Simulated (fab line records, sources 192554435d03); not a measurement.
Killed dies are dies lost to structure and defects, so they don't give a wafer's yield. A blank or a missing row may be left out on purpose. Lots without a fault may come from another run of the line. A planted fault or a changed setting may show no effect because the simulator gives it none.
Split-lot experiment | flow n5_finfet | 7 lots, 21 wafers read, on a route of 1938 steps

THE SPLIT
At N5_BEOL_M14_ETCH_68 (etches SOC in N2/H2, time 450 s), the setting time_s was moved away from the recipe's 450 s on 4 of the 21 wafers read, by -15.5% to +15.3%. The other wafers ran this setting at the recipe's value.

The reading is taken at the split's own step.

THE READING
SiARC_of_BEOL_M14_COAT_66.thk_nm (the simulator's own value, which no gauge read), in nm, at N5_BEOL_M14_ETCH_68 (etches SOC in N2/H2, time 450 s). The file gives no usual value for it. The 17 wafers here that ran the recipe average 64.8 nm, standard deviation 0.62 nm.

wafer  | tool, chamber at the split | time_s as run, s | against the recipe | SiARC_of_BEOL_M14_COAT_66.thk_nm, nm | against lot-mates on the recipe
L074.1 | rie_diel-02, 0             | 450              | recipe             | 64                                   | -
L074.2 | rie_diel-02, 1             | 450              | recipe             | 64.6                                 | -
L074.3 | rie_diel-02, 3             | 519              | +15.3%             | 57.8                                 | -6.5
L083.2 | rie_diel-04, 0             | 450              | recipe             | 64.2                                 | -
L083.3 | rie_diel-04, 2             | 450              | recipe             | 63.8                                 | -
L083.6 | rie_diel-04, 1             | 450              | recipe             | 64.8                                 | -
L090.3 | rie_diel-02, 0             | 380.4            | -15.5%             | 71.6                                 | +7.6
L090.4 | rie_diel-02, 3             | 450              | recipe             | 64                                   | -
L090.5 | rie_diel-02, 0             | 380.4            | -15.5%             | 71.8                                 | +7.8
L092.1 | rie_diel-04, 0             | 450              | recipe             | 64                                   | -
L092.2 | rie_diel-04, 1             | 450              | recipe             | 64.8                                 | -
L092.3 | rie_diel-04, 3             | 450              | recipe             | 65.4                                 | -
L089.1 | rie_diel-04, 0,2           | 450              | recipe             | 64.8                                 | -
L089.2 | rie_diel-04, 0,2           | 450              | recipe             | 64.8                                 | -
L089.3 | rie_diel-04, 1             | 450              | recipe             | 65                                   | -
L093.3 | rie_diel-04, 3             | 450              | recipe             | 65.6                                 | -
L093.5 | rie_diel-04, 3             | 450              | recipe             | 65.6                                 | -
L093.4 | rie_diel-04, 2             | 450              | recipe             | 64.8                                 | -
L095.4 | rie_diel-02, 2             | 503.7            | +11.9%             | 60.6                                 | -5.1
L095.5 | rie_diel-02, 1             | 450              | recipe             | 65.6                                 | -
L095.6 | rie_diel-02, 2             | 450              | recipe             | 65.8                                 | -
Where a row lists several chambers, the file gives one row for several wafers and doesn't say which wafer went through which chamber.

THE FIT
A straight line over all 21 wafers: SiARC_of_BEOL_M14_COAT_66.thk_nm changes by -0.433 nm for each +1% of time_s; r = -0.98; the points scatter about the line by 0.64 nm.
The same after taking each lot's own level away (the mean of its wafers on the recipe; 21 wafers): -0.465 nm for each +1%; r = -0.99; scatter 0.4 nm.
On that fit, the largest move of time_s shifts the reading by 7.2 nm.
The lots' own levels span 64.00 to 65.70 nm, that is 2.7 times the standard deviation above.
So the lot-to-lot level changes the slope little: the two slopes agree.
Check: with one of the wafers moved furthest among these (-15.5%) left out of the fit, the line predicts +7.15 nm for it against its lot-mates. It came out at +7.6 nm against them.

OTHER SPLITS ON THESE WAFERS
These wafers also went through other splits before the reading. Each is held against what the fit with the lots' levels taken away leaves over:
other split on the same wafers | wafers away from the commonest value | r with SiARC_of_BEOL_M14_COAT_66.thk_nm (lot level and that fit taken away)
N5_BEOL_M11_EXPOSE_25 dose_mj  | 6                                    | +0.05
N5_BEOL_M13_COAT_65 spin_rpm   | 9                                    | +0.03
N5_BEOL_M13_EXPOSE_25 dose_mj  | 6                                    | +0.00

THE FILE'S OWN FIT
SiARC_of_BEOL_M14_COAT_66.thk_nm changes by -0.453 nm for each +1% of time_s, r = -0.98.
